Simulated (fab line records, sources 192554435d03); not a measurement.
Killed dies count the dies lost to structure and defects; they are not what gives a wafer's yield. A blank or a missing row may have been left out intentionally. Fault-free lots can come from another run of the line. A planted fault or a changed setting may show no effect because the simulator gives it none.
Problem report, 8D (eight disciplines) form, completed by code / flow n5_finfet / the parts of the form that need people (team, actions taken, sign-off) are left out

## 1. THE PROBLEM
CHAIN_V0 at N5_BEOL_M4_RC_MEAS_101 reads a mean of 197 ohm/link on 1 wafer of 1 lot; wafers without a fault read 239 ohm/link with a standard deviation of 10. Relative to the usual mean, that is a shift of -4.2 standard deviations.
First seen on wafer L560.1, day 12 13:02, on prober-02. The record holds 29 wafers of 10 lots with a number at this step. Rule for "out" (also "out of limits"): further than 4 standard deviations from the usual mean. The rest of the wafers with a number are treated as sound.

## 2. WHAT THIS IS AND IS NOT
question=which readings at this step | is=CHAIN_V0 | is not=DIBL_N, DIBL_P, IOFF_N, IOFF_P, ION_N, ION_P, SS_N, SS_P, VT_N, VT_P
question=which lots | is=L560 | is not=L543, L546, L547, L549, L550, L552, L553, L554, L565
question=which wafers of those lots | is=L560.1 | is not=L560.3
question=read on which gauges | is=prober-02 | is not=prober-01
question=when | is=from day 12 13:02 | is not=up to then (25 sound wafers); but 3 sound wafers of L565 came after
question=where on the wafer (9 sites) | is=no site stands out | is not=-

## 3. THE SUSPECTS, EACH WITH WHAT RULES IT OUT
Counting: if a tool at a process step up to the reading ran every lot that is out, it stays a suspect. Sound lots after the first of them don't rule it out here, since some wafers of a struck lot are sound.
- the gauge at N5_BEOL_M4_RC_MEAS_101: kept. All the wafers that are out were read on prober-02, and no step on other tools shows them out.
- rie_diel-04 at N5_BEOL_M1_ETCH_70 (etches SOC in N2/H2, target depth 80 nm, overetch 16 nm, time 120 s): kept. It processed L560, the lot that is out, at day 10 20:08, and its most recent sound lot before then was L553 at day 9 09:07.
- pvd_sputter-03 at N5_BEOL_M4_SPUTTER_94 (material Cu, target thk 4.5 nm, time 8.29 s): kept. It processed L560, the lot that is out, at day 12 11:36, and its most recent sound lot before then was L550 at day 9 15:43.
- cmp-01 at N5_BEOL_M4_CMP_52 (polishes, stops on SiOC, t overpolish 6.8 s, target thk 40 nm): kept. It processed L560, the lot that is out, at day 12 12:26, and its most recent sound lot before then was L549 at day 9 12:40.
- cvd_co-02 at N5_BEOL_M4_CO_CAP_55 (material Co, precursor CCTBA/H2, target thk 2 nm, time 102.1 s): kept. It processed L560, the lot that is out, at day 12 12:48, and its most recent sound lot before then was L554 at day 10 17:17.
- Within rie_diel-04 at N5_BEOL_M1_ETCH_70, the wafers that are out were processed in chamber 1 and their sound lot-mates in chamber 3.
- Within cmp-01 at N5_BEOL_M4_CMP_52, the wafers that are out were processed in chamber 1 and their sound lot-mates in chamber 0.
- Within cvd_co-02 at N5_BEOL_M4_CO_CAP_55, the wafers that are out were processed in chamber 2 and their sound lot-mates in chamber 1.
Left after counting: rie_diel-04 at N5_BEOL_M1_ETCH_70, pvd_sputter-03 at N5_BEOL_M4_SPUTTER_94, cmp-01 at N5_BEOL_M4_CMP_52, cvd_co-02 at N5_BEOL_M4_CO_CAP_55, prober-02 at N5_BEOL_M4_RC_MEAS_101.

## 4. THE CAUSE (what the simulator had put in)
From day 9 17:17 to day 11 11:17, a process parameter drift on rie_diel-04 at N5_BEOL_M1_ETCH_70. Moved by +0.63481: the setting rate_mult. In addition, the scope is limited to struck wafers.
Of the 5 suspects that counting leaves, this tool is one.

## 5. THE CHAIN OF EFFECTS, in route order
One row per reading whose mean, taken over the struck wafers that have a number, lies over 3 standard deviations from the usual. Readings are gone through only where the record gives a usual standard deviation; hours: the median, over the lots, of the time from a lot's start at the first step in this table giving one to that lot's start at this step; sigmas: the change measured in usual standard deviations.
hours=0; step=N5_BEOL_M4_RC_MEAS_101; reading=CHAIN_V0; usual=239 ohm/link; on struck wafers=197; change=-42; sigmas=-4.2

## 6. HOW IT WOULD HAVE BEEN CAUGHT EARLIER
Counted from the fault's start at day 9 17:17, it took 68 hours until the first out-of-limits reading at a measuring or inspecting step in this record, taken at day 12 13:02.
An alarm limit of 4 standard deviations would not have fired on the tool readings at N5_BEOL_M1_ETCH_70 for which the record gives a usual standard deviation, since none of them was out on any struck wafer.
By day 12 13:02, every lot that is out (1) had started N5_BEOL_M1_ETCH_70 on rie_diel-04. A hold on the tool at that time would have spared none of them.
